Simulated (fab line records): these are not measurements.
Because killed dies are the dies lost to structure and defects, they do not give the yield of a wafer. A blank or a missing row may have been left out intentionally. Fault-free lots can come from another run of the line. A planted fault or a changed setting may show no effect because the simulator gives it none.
Which tool is to blame?	flow nand-harc	7 lots with 21 wafers sampled at 5 steps, on a route of 1159 steps

== WHAT THE GAUGES READ, wafer by wafer ==
NHARC_END_SORT_01.
lot	measured	on	killed-at-array
L297	day 23 21:59	prober-01	39 24 33

== TOOL THAT RAN EACH LOT (tool first, then ch and the chambers of the sampled wafers, then the start) ==
lot	NHARC_A_CONTACT_ETCH_117	NHARC_THIN_TSV_CMP_01	NHARC_THIN_TSV_DEGAS_53	NHARC_THIN_TSV_DESCUM_35
L281	har-cap-etch-02 ch 0,1, day 16 21:01	cmp-02 ch 0,1,3, day 19 01:37	pvd-sputter-02, day 19 07:45	rie-diel-09 ch 0,1, day 19 09:04
L283	har-cap-etch-02 ch 0,1, day 17 13:42	cmp-01 ch 0,1, day 19 21:34	pvd-sputter-02, day 20 03:43	rie-diel-06 ch 1,2, day 20 04:56
L288	har-cap-etch-02 ch 0,1, day 18 19:30	cmp-02 ch 0,1,3, day 21 01:01	pvd-sputter-01, day 21 07:10	rie-diel-06 ch 0,2,3, day 21 08:29
L290	har-cap-etch-03 ch 0,1, day 19 11:16	cmp-03 ch 0,1,2, day 21 17:08	pvd-sputter-02, day 21 23:08	rie-diel-06 ch 0,1,3, day 22 00:18
L291	har-cap-etch-03 ch 0,1, day 20 00:11	cmp-03 ch 0,2,3, day 21 20:47	pvd-sputter-02, day 22 02:47	rie-diel-06 ch 1,2,3, day 22 03:57
L297	har-cap-etch-03 ch 0,1, day 20 19:09	cmp-03 ch 0,3, day 22 23:43	pvd-sputter-03, day 23 06:39	rie-diel-09 ch 0,1,3, day 23 07:59
L301	har-cap-etch-01 ch 0,1, day 21 16:20	cmp-02 ch 2,3, day 23 23:34	pvd-sputter-02, day 24 05:44	rie-diel-09 ch 0,1,2, day 24 06:55
- NHARC_A_CONTACT_ETCH_117: etches the open film in C4F8/O2/Ar, time 94 s, target depth 922 nm.
- NHARC_THIN_TSV_CMP_01: polishes.
- NHARC_THIN_TSV_DEGAS_53: time 60 s.
- NHARC_THIN_TSV_DESCUM_35: chemistry O2, time 3 s.

== THE ANSWER, worked out from the rows above alone ==
Rule: usual is defined by the lots themselves. The widest of any qualifying gaps counts: lots, ordered by their means at a reading, are off when they make up no more than a third of the lots, leave a main group of 4 or more, and stand apart from it by 3 or more times the standard deviation of that group's means. A main group is skipped when, at the precision printed for the reading in the tables above, its means are all equal. Also off: a lot with no number at a reading for which 4 or more lots have one. The other lots that the step has rows for count as sound.
None of the lots is off at any reading shown; this tells nothing.

== WHAT WAS PUT IN BY THE SIMULATOR ==
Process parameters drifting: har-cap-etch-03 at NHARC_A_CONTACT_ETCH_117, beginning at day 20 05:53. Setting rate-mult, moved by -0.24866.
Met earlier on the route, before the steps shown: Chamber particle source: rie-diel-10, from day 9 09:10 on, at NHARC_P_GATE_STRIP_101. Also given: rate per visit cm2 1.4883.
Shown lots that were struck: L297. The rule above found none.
